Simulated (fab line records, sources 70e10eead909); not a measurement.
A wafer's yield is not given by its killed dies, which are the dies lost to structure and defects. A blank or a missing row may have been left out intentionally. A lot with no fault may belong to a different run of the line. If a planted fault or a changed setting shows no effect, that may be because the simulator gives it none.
Chamber matching | flow nand-harc | rie-diel-07 running NHARC_A_CHANNEL_FILL_D1_ETCHBACK_20: 4 sister chambers
The step etches the open film in C4F8/O2/Ar, target depth 27 nm, time 13.5 s. 14 wafers are shown with their chamber, then 7 later ones without.

## WAFERS, EACH WITH ITS CHAMBER
wafer  | chamber | rf-vpp-V (V) | bias-w (W) | oes-product-au (a.u.)
L407.1 | 0       | 974          | 1499       | 0.92
L407.2 | 2       | 980          | 1501       | 0.93
L407.6 | 3       | 972          | 1497       | 0.93
L417.1 | 0       | 973          | 1504       | 0.99
L417.3 | 2       | 981          | 1504       | 0.98
L417.5 | 1       | 970          | 1498       | 1.00
L420.1 | 3       | 970          | 1498       | 1.00
L420.4 | 0       | 972          | 1500       | 1.00
L420.5 | 3       | 971          | 1491       | 1.00
L423.2 | 2       | 981          | 1500       | 0.93
L423.3 | 0       | 972          | 1499       | 0.91
L423.4 | 1       | 972          | 1500       | 0.93
L425.1 | 2       | 980          | 1500       | 0.94
L425.4 | 0       | 972          | 1503       | 0.92

SIGNATURES (means of the wafers above)
reading        | chamber 0 | chamber 1 | chamber 2 | chamber 3 | scatter within a chamber
rf-vpp-V       | 972.60    | 971.00    | 980.50    | 971.00    | 0.906
bias-w         | 1501.00   | 1499.00   | 1501.25   | 1495.33   | 2.52
oes-product-au | 0.9480    | 0.9650    | 0.9450    | 0.9767    | 0.0386
Rule: a wafer's distance from a chamber is the root of the sum, over the readings, of the square of ((its reading less the chamber's mean) divided by the reading's scatter). The wafer belongs to the nearest chamber; if the next one is less than 2 further off, it can't be placed. The scatter is the square root of a quotient: the sum, over the shown wafers, of each reading's squared deviation from its chamber's mean, divided by wafers minus chambers.

## WAFERS WITHOUT THEIR CHAMBER
wafer  | rf-vpp-V (V) | bias-w (W) | oes-product-au (a.u.)
L425.5 | 973          | 1506       | 0.92
L426.1 | 971          | 1511       | 0.92
L426.5 | 972          | 1500       | 0.92
L426.6 | 980          | 1495       | 0.92
L428.1 | 971          | 1495       | 0.91
L428.3 | 980          | 1500       | 0.93
L428.6 | 970          | 1504       | 0.91

## THE CHAMBER EACH PASSED THROUGH
wafer  | from the rows above          | in truth
L425.5 | can't be placed: 0 or 1      | 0
L426.1 | can't be placed: 0 or 1 or 3 | 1
L426.5 | can't be placed: 0 or 1 or 3 | 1
L426.6 | 2                            | 2
L428.1 | can't be placed: 3 or 1 or 0 | 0
L428.3 | 2                            | 2
L428.6 | can't be placed: 1 or 0 or 3 | 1
Correctly placed: 2 of 7. Can't be placed from these rows: 5 (the true chamber is among the candidates in 5). Number placed wrongly: 0.
